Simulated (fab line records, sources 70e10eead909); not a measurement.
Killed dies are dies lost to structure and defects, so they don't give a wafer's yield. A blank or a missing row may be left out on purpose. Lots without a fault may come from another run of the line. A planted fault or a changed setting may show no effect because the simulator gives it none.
Which tool did it? | flow nand_harc | 12 lots, 36 wafers sampled, at 5 steps of a route of 1159

WHAT THE GAUGES READ, wafer by wafer
NHARC_END_SORT_01. Usual: killed_at_array 29, standard deviation 11; killed_at_other 0.7, standard deviation 1.1; killed_at_periphery 3.1, standard deviation 2; killed_dies 33, standard deviation 11; killed_open 3.5, standard deviation 1.8; killed_short 2.0, standard deviation 1.4.
lot  | measured     | on        | killed_at_array | killed_at_other | killed_at_periphery | killed_dies | killed_open | killed_short | flag
L620 | day 21 08:01 | prober-01 | 8 11 10         | 3 3 1           | 3 5 9               | 14 19 20    | 2 5 3       | 1 2 3        |
L623 | day 21 17:22 | prober-01 | 30 23 24        | 0 0 0           | 0 2 3               | 30 25 27    | 7 1 8       | 1 0 0        |
L633 | day 24 09:32 | prober-02 | 19 8 15         | 2 0 1           | 2 0 2               | 23 8 18     | 5 1 1       | 3 1 1        |
L635 | day 24 10:14 | prober-01 | 40 37 47        | 2 1 2           | 0 2 0               | 42 40 49    | 0 6 5       | 3 2 1        |
L638 | day 25 02:52 | prober-02 | 25 23 24        | 0 0 0           | 0 1 0               | 25 24 24    | 2 2 3       | 2 0 0        |

WHICH TOOL RAN EACH LOT (tool, then ch and the chambers of the sampled wafers, then the start)
lot  | NHARC_A_STAIRCASE_EXPOSE_286      | NHARC_A_STAIRCASE_DESCUM_291       | NHARC_A_STAIRCASE_ETCH_292         | NHARC_A_STAIRCASE_ETCH_294
L615 | krf_scanner-04 ch 0, day 11 16:23 | rie_diel-02 ch 1,3, day 11 16:46   | rie_diel-02 ch 0,1,3, day 11 16:52 | rie_diel-02 ch 1,2,3, no start
L617 | krf_scanner-04 ch 0, day 12 01:19 | rie_diel-11 ch 1,3, day 12 01:41   | rie_diel-11 ch 1,3, day 12 01:48   | rie_diel-11 ch 2,3, no start
L619 | krf_scanner-04 ch 0, day 12 08:58 | rie_diel-05 ch 0,2,3, day 12 09:22 | rie_diel-05 ch 1,2,3, day 12 09:26 | rie_diel-05 ch 0,2,3, no start
L616 | krf_scanner-04 ch 0, day 12 15:32 | rie_diel-02 ch 1,2, day 12 15:55   | rie_diel-02 ch 0,1,2, day 12 16:01 | rie_diel-02 ch 1,2,3, no start
L621 | krf_scanner-01 ch 0, day 12 15:57 | rie_diel-11 ch 0,1, day 12 16:20   | rie_diel-11 ch 0,1, day 12 16:26   | rie_diel-11 ch 0,1,2, no start
L620 | krf_scanner-02 ch 0, day 12 17:17 | rie_diel-02 ch 1,2,3, day 12 17:41 | rie_diel-02 ch 0,2, day 12 17:45   | rie_diel-02 ch 1,2, day 21 08:01 or earlier
L623 | krf_scanner-02 ch 0, day 13 15:28 | rie_diel-05 ch 1,3, day 13 15:50   | rie_diel-05 ch 0,2, day 13 15:55   | rie_diel-05 ch 0,3, day 21 17:22 or earlier
L624 | krf_scanner-02 ch 0, day 13 20:47 | rie_diel-11 ch 2,3, day 13 21:11   | rie_diel-11 ch 0,1, day 13 21:26   | rie_diel-11 ch 1,2, no start
L625 | krf_scanner-02 ch 0, day 14 04:32 | rie_diel-02 ch 0,1,2, day 14 04:56 | rie_diel-02 ch 2,3, day 14 05:00   | rie_diel-02 ch 0,2,3, no start
L633 | krf_scanner-04 ch 0, day 15 20:22 | rie_diel-02 ch 1,2, day 15 20:45   | rie_diel-02 ch 0,2, day 15 20:50   | rie_diel-02 ch 0,3, day 24 09:32 or earlier
L635 | krf_scanner-04 ch 0, day 16 04:50 | rie_diel-02 ch 0,2,3, day 16 05:13 | rie_diel-02 ch 0,1,2, day 16 05:18 | rie_diel-02 ch 0,2,3, day 24 10:14 or earlier
L638 | krf_scanner-01 ch 0, day 17 15:25 | rie_diel-02 ch 2,3, day 17 15:47   | rie_diel-02 ch 0,1, day 17 15:56   | rie_diel-02 ch 1,2, day 25 02:52 or earlier
- NHARC_A_STAIRCASE_EXPOSE_286: exposes mask CHOP 100.
- NHARC_A_STAIRCASE_DESCUM_291: chemistry O2, time 3 s.
- NHARC_A_STAIRCASE_ETCH_292: etches the open film in CF4/CHF3.
- NHARC_A_STAIRCASE_ETCH_294: etches the open film in C4F8/O2/Ar, target depth 4992 nm, time 1212.4 s.

WHAT THE TOOLS THEMSELVES READ (means of the sampled wafers that have a number; where no wafer has one, the mark that the record gives instead)
NHARC_A_STAIRCASE_EXPOSE_286. Usual: exposure_dose_mJ_cm2 25.012, standard deviation 0.023.
lot  | tool           | exposure_dose_mJ_cm2 | flag
L615 | krf_scanner-04 | 25.026               |
L617 | krf_scanner-04 | 25.044               |
L619 | krf_scanner-04 | 25.003               |
L616 | krf_scanner-04 | 25.014               |
L621 | krf_scanner-01 | 25.013               |
L620 | krf_scanner-02 | 24.989               |
L623 | krf_scanner-02 | 24.989               |
L624 | krf_scanner-02 | 25.043               |
L625 | krf_scanner-02 | 24.992               |
L633 | krf_scanner-04 | 18.691               | OFF
L635 | krf_scanner-04 | 18.681               | OFF
L638 | krf_scanner-01 | 25.018               |

NHARC_A_STAIRCASE_DESCUM_291. Usual: drypump_motor_current_A 5.7 A, standard deviation 0.32; oes_product_au 1.004 a.u., standard deviation 0.0097; rf_vpp_V 57.7 V, standard deviation 0.95; showerhead_plenum_p_Torr 1.88 Torr, standard deviation 0.091; throttle_valve_pct 11.311 %, standard deviation 0.0091.
lot  | tool        | drypump_motor_current_A (A) | oes_product_au (a.u.) | rf_vpp_V (V) | showerhead_plenum_p_Torr (Torr) | throttle_valve_pct (%) | flag
L615 | rie_diel-02 | 5.9                         | 1.013                 | 57.4         | 1.91                            | 11.309                 |
L617 | rie_diel-11 | 5.5                         | 0.996                 | 58.2         | 1.93                            | 11.296                 |
L619 | rie_diel-05 | 5.5                         | 0.987                 | 57.9         | 1.92                            | 11.310                 |
L616 | rie_diel-02 | 6.0                         | 1.011                 | 57.0         | 1.86                            | 11.318                 |
L621 | rie_diel-11 | 5.9                         | 1.003                 | 57.1         | 1.82                            | 11.305                 |
L620 | rie_diel-02 | 5.8                         | 1.007                 | 57.3         | 1.87                            | 11.306                 |
L623 | rie_diel-05 | 5.7                         | 1.002                 | 58.3         | 1.97                            | 11.307                 |
L624 | rie_diel-11 | 5.7                         | 0.995                 | 57.7         | 1.88                            | 11.303                 |
L625 | rie_diel-02 | 5.6                         | 1.020                 | 57.7         | 1.82                            | 11.318                 |
L633 | rie_diel-02 | 6.0                         | 0.989                 | 57.7         | 1.85                            | 11.310                 |
L635 | rie_diel-02 | 5.5                         | 1.006                 | 57.8         | 1.93                            | 11.318                 |
L638 | rie_diel-02 | 5.8                         | 1.006                 | 57.3         | 1.83                            | 11.300                 |

NHARC_A_STAIRCASE_ETCH_292. Usual: cf4_flow_sccm 100.03 sccm, standard deviation 0.26; drypump_motor_current_A 5.7 A, standard deviation 0.33; oes_product_au 0.955 a.u., standard deviation 0.021; rf_vpp_V 369.7 V, standard deviation 2.5; showerhead_plenum_p_Torr 1.55 Torr, standard deviation 0.071; throttle_valve_pct 16.802 %, standard deviation 0.0091.
lot  | tool        | cf4_flow_sccm (sccm) | drypump_motor_current_A (A) | oes_product_au (a.u.) | rf_vpp_V (V) | showerhead_plenum_p_Torr (Torr) | throttle_valve_pct (%) | flag
L615 | rie_diel-02 | 100.14               | 5.6                         | 0.980                 | 368.1        | 1.54                            | 16.799                 |
L617 | rie_diel-11 | 99.96                | 5.5                         | 0.933                 | 370.6        | 1.59                            | 16.802                 |
L619 | rie_diel-05 | 99.80                | 5.6                         | 0.922                 | 371.1        | 1.61                            | 16.800                 |
L616 | rie_diel-02 | 100.04               | 5.7                         | 0.973                 | 368.4        | 1.50                            | 16.802                 |
L621 | rie_diel-11 | 99.85                | 5.8                         | 0.957                 | 366.8        | 1.49                            | 16.799                 |
L620 | rie_diel-02 | 99.92                | 5.3                         | 0.972                 | 367.4        | 1.47                            | 16.813                 |
L623 | rie_diel-05 | 100.12               | 5.6                         | 0.943                 | 369.1        | 1.54                            | 16.798                 |
L624 | rie_diel-11 | 100.04               | 5.8                         | 0.942                 | 367.4        | 1.49                            | 16.804                 |
L625 | rie_diel-02 | 99.74                | 5.7                         | 0.941                 | 368.4        | 1.52                            | 16.802                 |
L633 | rie_diel-02 | 100.46               | 5.4                         | 0.979                 | 372.5        | 1.63                            | 16.807                 |
L635 | rie_diel-02 | 100.54               | 5.6                         | 0.932                 | 370.9        | 1.58                            | 16.807                 |
L638 | rie_diel-02 | 100.09               | 5.7                         | 0.930                 | 370.9        | 1.59                            | 16.799                 |

NHARC_A_STAIRCASE_ETCH_294. Usual: oes_product_au 0.939 a.u., standard deviation 0.012; rf_vpp_V 1822 V, standard deviation 11.
lot  | tool        | oes_product_au (a.u.) | rf_vpp_V (V) | flag
L615 | rie_diel-02 | 0.947                 | 1821         |
L617 | rie_diel-11 | 0.930                 | 1830         |
L619 | rie_diel-05 | 0.925                 | 1827         |
L616 | rie_diel-02 | 0.957                 | 1822         |
L621 | rie_diel-11 | 0.936                 | 1814         |
L620 | rie_diel-02 | 0.937                 | 1820         |
L623 | rie_diel-05 | 0.924                 | 1822         |
L624 | rie_diel-11 | 0.925                 | 1813         |
L625 | rie_diel-02 | 0.951                 | 1816         |
L633 | rie_diel-02 | 0.952                 | 1834         |
L635 | rie_diel-02 | 0.936                 | 1828         |
L638 | rie_diel-02 | 0.932                 | 1814         |

THE ANSWER, worked out from the rows above alone
Rule: a lot is off if the mean of its wafers that have a number lies more than 3 standard deviations from the usual mean. A lot without any number at a reading at which 4 lots or more have one is off too. The other lots that the step has rows for count as sound. The gauges are gone through in route order, then the tools' own readings, and for those a lot's mean is taken as printed above. The first step at which some lot is off is used, and at that step the reading that is off furthest; a lot without a number counts as furthest.
Off: L633, L635, at NHARC_A_STAIRCASE_EXPOSE_286 (exposure_dose_mJ_cm2).
A tool fits if, at that step or a process step before it, it ran every lot that is off, and no sound lot after the first of them. One fits: krf_scanner-04 at NHARC_A_STAIRCASE_EXPOSE_286. Its last sound lot is L616 (day 12 15:32), its first lot that is off L633 (day 15 20:22): a fault that began between those two fits.
The tool's own readings at NHARC_A_STAIRCASE_EXPOSE_286 bear it out: on the lots that are off they differ by more than 5 times the standard deviation of the sound lots' means. exposure_dose_mJ_cm2 reads 18.686 there against 25.013 on the sound lots.

WHAT THE SIMULATOR HAD PUT IN
Process parameter drift: krf_scanner-04, from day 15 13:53 on, at NHARC_A_STAIRCASE_EXPOSE_286. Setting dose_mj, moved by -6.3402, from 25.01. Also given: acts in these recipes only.
Lots struck among those shown: L633, L635. The rule above found the same.
